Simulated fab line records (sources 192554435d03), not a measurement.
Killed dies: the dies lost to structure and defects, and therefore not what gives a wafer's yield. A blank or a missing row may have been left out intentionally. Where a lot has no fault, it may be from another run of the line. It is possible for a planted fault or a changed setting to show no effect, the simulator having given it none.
Chamber matching -- flow n5_finfet -- N5_DUMMY_GATE_STRIP_48 on rie_diel-02 has 4 sister chambers
The step strips in N2/H2, time 20 s. 4 wafers are shown with their chamber, then 7 later ones without.

EACH WAFER AND ITS CHAMBER
wafer,chamber,throttle_valve_pct (%)
L079.6,0,11.76
L083.1,1,12.09
L089.3,3,12.59
L089.4,2,12.20

WAFERS MISSING THEIR CHAMBER
wafer,throttle_valve_pct (%)
L089.6,11.82
L090.2,12.20
L090.4,12.60
L090.5,12.21
L093.1,11.83
L093.3,12.60
L093.4,12.22

CHAMBER TAKEN BY EACH
wafer,from the rows above,in truth
L089.6,0,0
L090.2,2,2
L090.4,3,3
L090.5,2,2
L093.1,0,0
L093.3,3,3
L093.4,2,2
Correctly placed: 7 of 7. Can't be placed from these rows: 0. 0 placed wrongly.
How it was worked out, from the rows above alone: a wafer's distance from a chamber is the root of the sum, over the readings, of the square of ((its reading less the chamber's mean) divided by the reading's scatter). The wafer belongs to the nearest chamber; if the next one is less than 2 further off, it can't be placed. Each chamber's mean is taken over the wafers shown for it. The scatter: root of mean squared gap, hidden wafer to nearest shown wafer, with one shown wafer a chamber.
